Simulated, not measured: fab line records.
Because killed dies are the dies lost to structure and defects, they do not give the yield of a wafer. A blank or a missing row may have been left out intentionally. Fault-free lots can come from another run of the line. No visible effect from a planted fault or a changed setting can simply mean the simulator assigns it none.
Matching of chambers	flow n5-finfet	4 sister chambers for N5_BEOL_M1_ETCH_63 on rie-diel-02
The step etches SiARC in CF4, target depth 15.6 nm, time 26 s. 4 wafers are shown with their chamber, then 10 later ones without.

## EACH WAFER AND ITS CHAMBER
wafer	chamber	showerhead-plenum-p-Torr (Torr)
L083.2	0	2.20
L084.1	2	2.07
L085.2	1	2.26
L085.3	3	2.18

## WAFERS WITH NO CHAMBER GIVEN
wafer	showerhead-plenum-p-Torr (Torr)
L085.4	2.26
L086.1	2.26
L086.5	2.17
L086.6	2.26
L089.2	2.17
L089.3	2.25
L089.6	2.06
L091.1	2.20
L091.2	2.17
L091.6	2.17

## WHICH CHAMBER EACH WENT THROUGH
wafer	from the rows above	in truth
L085.4	1	1
L086.1	1	1
L086.5	3	3
L086.6	1	1
L089.2	3	3
L089.3	1	1
L089.6	2	2
L091.1	0	0
L091.2	3	3
L091.6	3	3
Correctly placed: 10 of 10. Can't be placed from these rows: 0. Number placed wrongly: 0.
How it was worked out, from the rows above alone: a wafer's distance from a chamber is the root of the sum, over the readings, of the square of ((its reading less the chamber's mean) divided by the reading's scatter). The wafer belongs to the nearest chamber; if the next one is less than 2 further off, it can't be placed. The mean given for a chamber averages the wafers shown for that chamber. The scatter: root of mean squared gap, hidden wafer to nearest shown wafer, with one shown wafer a chamber.
